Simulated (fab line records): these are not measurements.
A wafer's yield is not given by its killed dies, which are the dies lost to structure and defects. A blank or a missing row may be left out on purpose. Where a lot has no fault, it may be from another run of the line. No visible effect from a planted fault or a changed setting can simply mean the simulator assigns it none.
fab line records	flow n5-finfet
record: lots: 10	wafers: 30	last-day: 17
route steps=1938 shown SD_EPI_P@303 PASSIVATION@1936
lots that met no fault: taken from a fault-free run of the same line
start-h: hours from the record's first day to the start of the lot's first wafer shown	wait-h: time in hours since the lot's previous step	" unchanged from the row above	L1.1+2: a row that stands for several wafers	- no value present, or no start provided	* or withheld: withheld	< > ~ a bound
route shown NAME@n: a module of which the file shows steps, and the number in the route of the first	usual: mean and standard deviation over wafers with no fault	same: alike in all rows	chamber/n: place in a boat	sites: the reading at each site	_std_site: their standard deviation	_edge_site: mean of outer sites minus mean of inner sites	radius-mm: how far each site lies from the wafer's centre	mask NAME#n: copy n	behind: the tool/chamber that last shaped the wafer	hold: why the lot went on hold/how many hours it stayed there/how the hold came to an end	device: which transistor (n, p or np) failed to switch	end of line: the tests these same wafers got at the end of their route	a step without rows: its recipe alone	killed: count of dies lost to structure and defects at first sort (not the wafer's yield)	map: a wafer's dies, x killed, . not, _ none there
set.NAME: the setting that was run; set.NAME@STEP: the one run at that earlier step	model.NAME: the simulator's own value behind a step, which no gauge read
route steps across a sampled set of lots; one table per step, one row per wafer
services: a tool's chamber out of use, with start hour (start-h, from the record's first day; less than 0 if before it), hours out, and reason
== steps ==
step: N5_SD_EPI_P_CD_MEAS_09
recipe: target-cd-nm: 240	landing-energy-ev: 500	detector: se-inlens
usual: cd-nm: 239.8/0.77
lot.wafer	tool	chamber	start-h	wait-h	cd-nm
L145.2	cd-sem-03	0	52.69	-	240.0
L145.3	"	0	"	"	240.3
L145.5	"	0	"	"	240.4
L150.1	cd-sem-01	0	83.65	-	239.5
L150.4	"	0	"	"	239.5
L150.5	"	0	"	"	238.8
L156.1	cd-sem-03	0	120.18	-	239.7
L156.2	"	0	"	"	240.8
L156.3	"	0	"	"	239.8
L157.3	cd-sem-01	0	128.88	-	240.1
L157.5	"	0	"	"	240.9
L157.6	"	0	"	"	240.3
L158.3	cd-sem-02	0	135.36	-	238.8
L158.4	"	0	"	"	239.6
L158.5	"	0	"	"	238.8
L160.1	cd-sem-01	0	144.60	-	239.3
L160.2	"	0	"	"	240.9
L160.6	"	0	"	"	240.0
L161.3	cd-sem-03	0	148.62	-	240.6
L161.4	"	0	"	"	239.3
L161.5	"	0	"	"	239.9
L163.1	cd-sem-02	0	160.21	-	239.4
L163.2	"	0	"	"	240.1
L163.5	"	0	"	"	238.5
L166.1	cd-sem-02	0	178.88	-	240.8
L166.3	"	0	"	"	239.9
L166.6	"	0	"	"	239.7
L167.2	cd-sem-01	0	185.07	-	238.7
L167.5	"	0	"	"	239.0
L167.6	"	0	"	"	239.7
step: N5_SD_EPI_P_ETCH_36
recipe: chemistry: CF4	target: SiARC	target-depth-a: 455	mask-material: CAR-ArF-block	time-s: 75.8	ion-energy-ev: 80	pressure-mtorr: 40	source-w: 545	bias-w: 36	Ar_flow_sccm: 100	cf4-flow-sccm: 100	ends: cleared
usual: drypump-motor-current-A: 5.8/0.42	etch-rf-on-time-s: 75.5/1.7	oes-product-au: 0.68/0.067	rf-fwd-power-W: 539.6/2	rf-vpp-V: 184.0/1.2	showerhead-plenum-p-Torr: 2.14/0.075	throttle-valve-pct: 15.59/0.16
lot.wafer	tool	chamber	start-h	wait-h	drypump-motor-current-A	etch-rf-on-time-s	oes-product-au	rf-fwd-power-W	rf-hours-counter-h	rf-vpp-V	showerhead-plenum-p-Torr	throttle-valve-pct
L145.2	rie-diel-01	2	52.82	0.0	5.1	75.5	0.74	540.0	55	182.9	2.10	15.59
L145.3	"	0	"	"	6.1	74.4	0.64	543.4	183	185.0	2.20	15.53
L145.5	"	1	"	"	6.3	76.6	0.79	536.5	-	183.3	2.12	15.24
L150.1	rie-diel-04	3	83.78	0.0	5.7	76.6	0.60	541.7	219	182.8	2.03	15.74
L150.4	"	1	"	"	5.8	72.8	0.79	536.5	-	186.2	2.28	15.53
L150.5	"	3	"	"	5.7	76.9	0.59	541.0	-	181.0	2.03	15.74
L156.1	rie-diel-01	2	120.31	0.0	5.2	77.5	0.70	539.9	76	184.9	2.09	15.64
L156.2	"	0	"	"	6.1	75.5	0.61	543.3	204	184.9	2.20	15.58
L156.3	"	1	"	"	6.4	76.4	0.74	538.6	34	183.1	2.11	15.29
L157.3	rie-diel-05	3	129.20	0.0	6.2	73.2	0.63	542.1	-	184.8	2.21	15.71
L157.5	"	2	"	"	5.3	74.8	0.69	538.8	-	185.2	2.15	15.71
L157.6	"	3	"	"	6.2	72.8	0.64	541.5	-	184.9	2.21	15.69
L158.3	rie-diel-01	1	135.57	0.0	6.3	76.2	0.74	540.5	40	183.2	2.11	15.30
L158.4	"	2	"	"	5.1	76.3	0.71	538.7	-	183.2	2.09	15.65
L158.5	"	3	"	"	6.0	77.7	0.66	539.2	-	184.7	2.16	15.53
L160.1	rie-diel-04	1	144.76	0.0	5.8	73.6	0.76	536.6	38	184.8	2.27	15.57
L160.2	"	2	"	"	5.6	74.8	0.84	537.8	0	185.7	2.29	15.25
L160.6	"	2	"	"	5.6	75.1	0.84	541.8	-	185.8	2.29	15.25
L161.3	rie-diel-05	3	148.74	0.0	6.2	73.7	0.63	539.0	214	184.2	2.21	15.72
L161.4	"	1	"	"	6.1	75.5	0.69	543.0	-	183.8	2.09	15.69
L161.5	"	2	"	"	5.2	76.0	0.68	540.3	-	184.6	2.15	15.71
L163.1	rie-diel-04	3	160.39	0.0	5.7	77.0	0.58	541.6	244	182.7	2.02	15.76
L163.2	"	2	"	"	5.6	75.9	0.80	539.7	5	185.5	2.29	15.28
L163.5	"	0	"	"	5.1	72.9	0.66	540.5	-	183.0	2.14	15.51
L166.1	rie-diel-01	2	179.18	0.0	5.1	76.1	0.69	538.7	102	183.8	2.08	15.67
L166.3	"	3	"	"	6.0	76.8	0.65	539.0	147	184.7	2.15	15.55
L166.6	"	3	"	"	6.0	76.8	0.67	537.6	-	183.2	2.15	15.56
L167.2	rie-diel-05	0	185.47	0.0	5.9	78.9	0.79	538.5	10	185.7	2.19	15.46
L167.5	"	0	"	"	5.9	78.4	0.78	538.4	-	183.7	2.19	15.46
L167.6	"	1	"	"	6.1	75.3	0.68	541.9	-	184.3	2.09	15.71
step: N5_SD_EPI_P_ETCHBACK_46
recipe: chemistry: CH3F/O2	mode: anisotropic-etchback	target: SiNx	target-depth-a: 175	stop-on: SiO2	over-etch-frac: 0.3	ion-energy-ev: 120	pressure-mtorr: 30	source-w: 395	bias-w: 73	Ar_flow_sccm: 150	CH3F_flow_sccm: 30	O2_flow_sccm: 20
usual: CH3F_flow_sccm: 30.02/0.09	drypump-motor-current-A: 5.8/0.41	oes-product-au: 0.68/0.066	rf-fwd-power-W: 393.3/1.3	rf-vpp-V: 295/5.7	showerhead-plenum-p-Torr: 2.00/0.071	throttle-valve-pct: 16.32/0.15
lot.wafer	tool	chamber	start-h	wait-h	CH3F_flow_sccm	drypump-motor-current-A	oes-product-au	rf-fwd-power-W	rf-hours-counter-h	rf-vpp-V	showerhead-plenum-p-Torr	throttle-valve-pct
L145.2	rie-diel-01	2	53.20	0.0	30.08	5.1	0.74	392.8	55	292	1.96	16.37
L145.3	"	0	"	"	30.01	6.1	0.63	392.0	184	298	2.06	16.29
L145.5	"	1	"	"	29.96	6.3	0.79	394.2	-	291	1.97	15.98
L150.1	rie-diel-04	3	84.16	0.0	30.08	5.7	0.60	393.6	219	294	1.89	16.45
L150.4	"	1	"	"	30.01	5.8	0.78	391.9	-	297	2.12	16.24
L150.5	"	3	"	"	29.97	5.7	0.60	392.9	-	295	1.89	16.47
L156.1	rie-diel-01	2	120.69	0.0	30.01	5.1	0.72	393.4	77	293	1.96	16.40
L156.2	"	0	"	"	29.78	6.1	0.61	392.3	204	297	2.06	16.33
L156.3	"	1	"	"	30.04	6.3	0.75	390.6	34	290	1.96	16.01
L157.3	rie-diel-05	3	129.79	0.1	29.93	6.2	0.62	395.4	-	290	2.05	16.31
L157.5	"	2	"	"	30.20	5.3	0.69	395.9	-	307	2.01	16.44
L157.6	"	3	"	"	29.98	6.2	0.62	395.1	-	288	2.05	16.33
L158.3	rie-diel-01	1	135.95	0.0	30.04	6.3	0.74	391.7	41	290	1.96	16.04
L158.4	"	2	"	"	30.03	5.2	0.71	392.3	-	293	1.95	16.40
L158.5	"	3	"	"	30.13	6.0	0.67	392.7	-	294	2.02	16.29
L160.1	rie-diel-04	1	145.14	0.0	30.10	5.8	0.75	391.1	38	298	2.12	16.27
L160.2	"	2	"	"	29.97	5.6	0.83	394.1	0	304	2.14	15.96
L160.6	"	2	"	"	29.92	5.6	0.83	395.1	-	303	2.14	15.96
L161.3	rie-diel-05	3	149.12	0.0	30.02	6.2	0.62	395.9	214	288	2.05	16.34
L161.4	"	1	"	"	30.05	6.1	0.69	393.2	-	295	1.95	16.44
L161.5	"	2	"	"	30.13	5.3	0.68	393.1	-	307	2.01	16.47
L163.1	rie-diel-04	3	160.77	0.0	30.04	5.7	0.59	395.1	244	295	1.89	16.51
L163.2	"	2	"	"	30.12	5.6	0.80	393.1	5	304	2.14	15.95
L163.5	"	0	"	"	30.18	5.1	0.65	391.7	-	289	2.01	16.32
L166.1	rie-diel-01	2	179.56	0.0	29.91	5.1	0.69	392.2	102	294	1.95	16.43
L166.3	"	3	"	"	29.85	6.0	0.66	394.8	148	295	2.02	16.35
L166.6	"	3	"	"	29.94	6.0	0.67	395.0	-	295	2.02	16.32
L167.2	rie-diel-05	0	185.85	0.0	30.24	5.9	0.81	392.1	11	301	2.04	16.19
L167.5	"	0	"	"	30.12	5.9	0.80	392.9	-	303	2.04	16.19
L167.6	"	1	"	"	30.16	6.1	0.67	394.5	-	295	1.94	16.46
step: N5_SD_EPI_P_EPI_21
recipe: material: SiGe:B	dopant: B	temp-c: 550	pressure-torr: 20	ambient: H2	time-s: 355
usual: susceptor-temp-C: 549.97/0.25	susceptor_temp_C_max: 551.00/0.3
lot.wafer	tool	chamber	start-h	wait-h	susceptor-temp-C	susceptor_temp_C_max
L145.2	epi-rpcvd-03	0	54.73	0.6	550.23	551.30
L145.3	"	0	"	"	549.88	551.01
L145.5	"	0	"	"	549.88	551.17
L150.1	epi-rpcvd-03	0	85.12	0.1	550.19	550.93
L150.4	"	0	86.20	1.1	550.22	551.28
L150.5	"	0	"	"	549.91	551.15
L156.1	epi-rpcvd-03	0	121.62	0.1	552.63	553.49
L156.2	"	0	"	"	552.75	553.86
L156.3	"	0	"	"	552.85	553.84
L157.3	epi-rpcvd-03	0	131.52	0.8	553.20	554.33
L157.5	"	0	"	"	553.19	554.22
L157.6	"	0	"	"	553.26	554.55
L158.3	epi-rpcvd-04	0	137.61	0.8	550.29	551.19
L158.4	"	0	"	"	550.19	550.97
L158.5	"	0	"	"	549.95	550.82
L160.1	epi-rpcvd-02	0	146.08	0.1	550.08	551.50
L160.2	"	0	"	"	550.14	551.43
L160.6	"	0	147.88	1.8	550.26	551.92
L161.3	epi-rpcvd-04	0	150.78	0.8	550.10	550.99
L161.4	"	0	"	"	550.14	550.99
L161.5	"	0	"	"	549.84	550.84
L163.1	epi-rpcvd-04	0	161.70	0.1	550.00	550.93
L163.2	"	0	"	"	550.24	551.00
L163.5	"	0	163.14	1.5	550.04	551.04
L166.1	epi-rpcvd-04	0	180.49	0.1	550.44	551.46
L166.3	"	0	"	"	550.11	550.90
L166.6	"	0	182.29	1.8	550.00	551.00
L167.2	epi-rpcvd-04	0	187.15	0.5	549.93	550.77
L167.5	"	0	188.23	1.5	549.76	550.59
L167.6	"	0	"	"	549.69	550.36
step: N5_SD_EPI_P_EPI_MEAS_23
recipe: mode: xrd
usual: thk-nm: 61.1/1.2
lot.wafer	tool	chamber	start-h	wait-h	thk-nm
L145.2	film-metro-01	-	57.17	2.0	60.3
L145.3	"	-	"	"	62.7
L145.5	"	-	"	"	61.1
L150.1	film-metro-02	-	87.31	1.8	61.1
L150.4	"	-	"	"	60.4
L150.5	"	-	"	"	62.3
L156.1	film-metro-02	-	123.82	1.8	66.3
L156.2	"	-	"	"	65.2
L156.3	"	-	"	"	67.1
L157.3	film-metro-02	-	133.00	1.1	65.9
L157.5	"	-	"	"	68.3
L157.6	"	-	"	"	66.4
L158.3	film-metro-02	-	139.09	1.1	60.8
L158.4	"	-	"	"	60.5
L158.5	"	-	"	"	60.7
L160.1	film-metro-01	-	148.27	1.8	61.4
L160.2	"	-	"	"	63.5
L160.6	"	-	"	"	62.0
L161.3	film-metro-01	-	152.26	1.1	61.5
L161.4	"	-	"	"	63.1
L161.5	"	-	"	"	63.0
L163.1	film-metro-02	-	163.89	1.8	61.3
L163.2	"	-	"	"	60.6
L163.5	"	-	"	"	61.0
L166.1	film-metro-01	-	182.69	1.8	61.8
L166.3	"	-	"	"	60.0
L166.6	"	-	"	"	61.0
L167.2	film-metro-02	-	188.99	1.5	62.3
L167.5	"	-	"	"	62.7
L167.6	"	-	"	"	61.5
step: N5_PASSIVATION_PROBE_49
usual: killed_at_M0_to_M3: 34/12	killed_at_M4_up: 12/4.9	killed-at-contacts: 13/7.2	killed-at-front-end: 39/12	killed-at-other: 3.7/2.9	killed-dies: 101/18	killed-open: 67/14	killed-short: 33/7.2
same: gross-dies: 1180	killed-at-back-side: 0
lot.wafer	tool	chamber	start-h	wait-h	killed_at_M0_to_M3	killed_at_M4_up	killed-at-contacts	killed-at-front-end	killed-at-other	killed-dies	killed-open	killed-short
L156.1	prober-02	-	356.61	0.0	24	20	4	35	0	83	58	24
L156.2	prober-02	-	356.66	0.1	38	14	18	44	4	118	76	39
L156.3	prober-02	-	356.71	0.1	17	19	17	28	4	85	60	25
L157.3	prober-01	-	356.96	0.1	21	10	11	42	14	98	72	26
L157.5	prober-01	-	357.06	0.2	34	7	12	25	3	81	50	30
L157.6	prober-01	-	357.11	0.3	37	7	12	35	9	100	69	31
L158.3	prober-01	-	364.39	0.1	25	20	9	63	4	121	77	43
L158.4	prober-01	-	364.44	0.2	32	21	3	30	2	88	60	25
L158.5	prober-01	-	364.49	0.2	44	11	2	37	9	103	65	38
L161.3	prober-02	-	367.41	0.1	24	11	25	35	4	99	73	26
L161.4	prober-02	-	367.46	0.2	27	10	38	20	1	96	66	30
L161.5	prober-02	-	367.51	0.2	28	6	18	29	3	84	57	26
L160.1	prober-01	-	373.71	0.0	30	16	16	40	2	104	70	34
L160.2	prober-01	-	373.76	0.1	38	19	6	39	6	108	60	48
L160.6	prober-01	-	373.96	0.3	30	5	7	51	2	95	58	37
L166.1	prober-01	-	398.14	0.1	33	14	21	61	0	129	83	45
L166.3	prober-01	-	398.24	0.2	44	7	9	67	1	128	84	43
L166.6	prober-01	-	398.39	0.4	31	23	25	63	1	143	102	40
killed by level:class
L156.1 BEOL_M1:geometric-particle:open=12 BEOL_M4:geometric-particle:open=11 FIN_SAQP:geometric-particle:open=8 GATE_CUT:geometric-particle:short=6 DUMMY_GATE:geometric-particle:open=5 BEOL_M0_SAQP:geometric-particle:short=5 FIN_SAQP:geometric-particle:short=4 STI_FIN_REVEAL:geometric-particle:open=4
L156.2 MOL_CONTACT_COAG:geometric-particle:open=13 BEOL_M0_SAQP:geometric-particle:short=13 BEOL_M4:geometric-particle:open=10 BEOL_M0_SAQP:geometric-particle:open=10 FIN_SAQP:geometric-particle:open=8 STI_FIN_REVEAL:geometric-particle:open=7 GATE_CUT:geometric-particle:short=6 BEOL_M1:geometric-particle:open=6
L156.3 MOL_CONTACT_COAG:geometric-particle:open=15 BEOL_M4:geometric-particle:open=10 STI_FIN_REVEAL:geometric-particle:open=9 GATE_CUT:geometric-particle:short=6 BEOL_M0_SAQP:geometric-particle:short=5 BEOL_M3:geometric-particle:open=5 GATE_CUT:geometric-particle:open=4 BEOL_M5:geometric-particle:open=4
L157.3 STI_FIN_REVEAL:geometric-particle:open=12 MOL_CONTACT_COAG:geometric-particle:open=10 FIN_SAQP:geometric-particle:open=7 BEOL_M0_SAQP:geometric-particle:open=6 MIM_TOP:geometric-particle:open=6 FIN_SAQP:geometric-particle:short=5 GATE_CUT:geometric-particle:open=5 BEOL_M3:geometric-particle:open=4
L157.5 MOL_CONTACT_COAG:geometric-particle:open=10 BEOL_M0_SAQP:geometric-particle:short=10 GATE_CUT:geometric-particle:open=5 GATE_CUT:geometric-particle:short=5 BEOL_M0_SAQP:geometric-particle:open=5 BEOL_M3:geometric-particle:open=5 STARTING-WAFER:geometric-particle:open=4 STI_FIN_REVEAL:geometric-particle:open=3
L157.6 BEOL_M0_SAQP:geometric-particle:open=13 BEOL_M3:geometric-particle:open=13 FIN_SAQP:geometric-particle:open=12 MOL_CONTACT_COAG:geometric-particle:open=9 BEOL_M0_SAQP:geometric-particle:short=6 FIN_SAQP:geometric-particle:short=5 MIM_TOP:geometric-particle:open=5 GATE_CUT:geometric-particle:short=4
L158.3 FIN_SAQP:geometric-particle:open=12 FIN_SAQP:geometric-particle:short=10 STI_FIN_REVEAL:geometric-particle:open=9 BEOL_M4:geometric-particle:open=8 BEOL_M2:geometric-particle:open=8 MOL_CONTACT_COAG:geometric-particle:open=7 BEOL_M5:geometric-particle:open=7 GATE_CUT:geometric-particle:open=6
L158.4 BEOL_M2:geometric-particle:open=10 BEOL_M3:geometric-particle:open=8 BEOL_M5:geometric-particle:open=7 BEOL_M4:geometric-particle:open=6 FIN_SAQP:geometric-particle:short=4 FIN_SAQP:geometric-particle:open=4 STI_FIN_REVEAL:geometric-particle:open=4 BEOL_M0_SAQP:geometric-particle:short=4
L158.5 BEOL_M3:geometric-particle:open=13 STI_FIN_REVEAL:geometric-particle:open=11 BEOL_M0_SAQP:geometric-particle:short=10 BEOL_M0_SAQP:geometric-particle:open=7 FIN_SAQP:geometric-particle:short=5 STI_FIN_REVEAL:geometric-particle:short=5 BEOL_M2:geometric-particle:open=5 PASS1_CAP:geometric-particle:open=5
L161.3 MOL_CONTACT_COAG:geometric-particle:open=19 FIN_SAQP:geometric-particle:open=16 BEOL_M3:geometric-particle:open=7 BEOL_M4:geometric-particle:open=7 MOL_CONTACT_COAG:geometric-particle:short=6 BEOL_M0_SAQP:geometric-particle:short=6 FIN_SAQP:geometric-particle:short=5 DUMMY_GATE:geometric-particle:open=5
L161.4 MOL_CONTACT_COAG:geometric-particle:open=33 BEOL_M2:geometric-particle:open=8 MOL_CONTACT_COAG:geometric-particle:short=5 BEOL_M2:geometric-particle:short=4 BEOL_M3:geometric-particle:open=4 STI_FIN_REVEAL:geometric-particle:open=3 BEOL_M0_SAQP:geometric-particle:open=3 BEOL_M3:geometric-particle:short=3
L161.5 MOL_CONTACT_COAG:geometric-particle:open=13 BEOL_M0_SAQP:geometric-particle:short=11 BEOL_M0_SAQP:geometric-particle:open=10 FIN_SAQP:geometric-particle:open=6 STARTING-WAFER:geometric-particle:open=6 STI_FIN_REVEAL:geometric-particle:open=5 MOL_CONTACT_COAG:geometric-particle:short=5 SPACER0:geometric-particle:short=4
L160.1 BEOL_M4:geometric-particle:open=13 FIN_SAQP:geometric-particle:open=12 MOL_CONTACT_COAG:geometric-particle:open=10 BEOL_M2:geometric-particle:open=10 BEOL_M0_SAQP:geometric-particle:short=7 GATE_CUT:geometric-particle:short=6 MOL_CONTACT_COAG:geometric-particle:short=6 FIN_SAQP:geometric-particle:short=5
L160.2 FIN_SAQP:geometric-particle:open=10 BEOL_M4:geometric-particle:open=10 BEOL_M0_SAQP:geometric-particle:short=9 BEOL_M2:geometric-particle:open=9 FIN_SAQP:geometric-particle:short=7 STI_FIN_REVEAL:geometric-particle:open=7 GATE_CUT:geometric-particle:short=5 MOL_CONTACT_COAG:geometric-particle:open=5
L160.6 STI_FIN_REVEAL:geometric-particle:open=10 FIN_SAQP:geometric-particle:short=9 FIN_SAQP:geometric-particle:open=9 BEOL_M2:geometric-particle:open=8 GATE_CUT:geometric-particle:short=7 MOL_CONTACT_COAG:geometric-particle:open=7 BEOL_M3:geometric-particle:short=6 GATE_CUT:geometric-particle:open=5
L166.1 FIN_SAQP:geometric-particle:short=15 MOL_CONTACT_COAG:geometric-particle:open=14 STI_FIN_REVEAL:geometric-particle:open=13 FIN_SAQP:geometric-particle:open=10 BEOL_M1:geometric-particle:open=8 MOL_CONTACT_COAG:geometric-particle:short=7 BEOL_M3:geometric-particle:open=7 BEOL_M4:geometric-particle:open=7
L166.3 FIN_SAQP:geometric-particle:short=17 FIN_SAQP:geometric-particle:open=17 BEOL_M1:geometric-particle:open=16 BEOL_M0_SAQP:geometric-particle:open=9 MOL_CONTACT_COAG:geometric-particle:open=8 BEOL_M2:geometric-particle:open=6 DUMMY_GATE:geometric-particle:open=5 GATE_CUT:geometric-particle:short=5
L166.6 MOL_CONTACT_COAG:geometric-particle:open=23 FIN_SAQP:geometric-particle:short=16 STI_FIN_REVEAL:geometric-particle:open=16 FIN_SAQP:geometric-particle:open=12 BEOL_M2:geometric-particle:open=8 BEOL_M4:geometric-particle:open=8 STARTING-WAFER:geometric-particle:open=6 BEOL_M0_SAQP:geometric-particle:open=5
== services ==
tool	chamber	start-h	hours	kind
rie-diel-05	3	36.92	2.7	repair
rie-diel-04	1	56.27	4.2	repair
rie-diel-05	-	60.59	0.6	repair
epi-rpcvd-04	-	79.07	6.0	pm
rie-diel-04	0	80.56	7.8	repair
epi-rpcvd-03	-	80.95	0.7	repair
rie-diel-01	-	98.51	2.8	pm
rie-diel-01	3	111.79	13.2	repair
epi-rpcvd-03	-	113.23	0.5	repair
rie-diel-04	2	120.94	-	clean
rie-diel-04	2	120.94	-	consumable-replace:focus-ring
rie-diel-04	2	120.94	-	consumable-replace:showerhead
rie-diel-04	2	120.94	23.6	scheduled-down
rie-diel-04	2	120.94	23.6	vent-cycle
rie-diel-05	0	123.19	-	clean
rie-diel-05	0	123.19	-	consumable-replace:focus-ring
rie-diel-05	0	123.19	28.3	scheduled-down
rie-diel-05	0	123.19	28.3	vent-cycle
rie-diel-01	0	123.46	131.8	repair
rie-diel-05	1	126.84	5.4	repair
rie-diel-01	3	154.67	14.1	repair
epi-rpcvd-02	-	171.52	6.0	pm
rie-diel-04	3	176.15	-	clean
rie-diel-04	3	176.15	-	consumable-replace:focus-ring
== key ==
first-sign: step: N5_SD_EPI_P_EPI_21	reading: susceptor-temp-C	direction: up	sigmas: 12	usual: *	struck: *
effect: step: N5_SD_EPI_P_EPI_21	reading: susceptor_temp_C_max	direction: up	sigmas: 10	usual: *	struck: *
effect: step: N5_SD_EPI_P_EPI_MEAS_23	reading: thk-nm	direction: up	sigmas: 4.5	usual: *	struck: *
met-at N5_SD_EPI_P_EPI_21
struck-lots L156,L157
tester-left-out L156,L157
not-acting-at N5_SD_EPI_P_CD_MEAS_09,N5_SD_EPI_P_ETCH_36,N5_SD_EPI_P_ETCHBACK_46
onset-between 85.12 121.62
fault: kind: process-parameter-drift	tool: epi-rpcvd-03	chamber: -	onset-h: 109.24	steps: N5_SD_EPI_P_EPI_21	channel: temp-c	offset: *	shape: step	end-h: 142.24	acts-in: *	stated: *
tester-left-out: of these lots the tester's yield and bins aren't shown, on N5 and GAA mostly nor the transistor test; their killed dies are dies lost to structure and defects alone, not to doping, threshold or leakage, so they don't give the yield
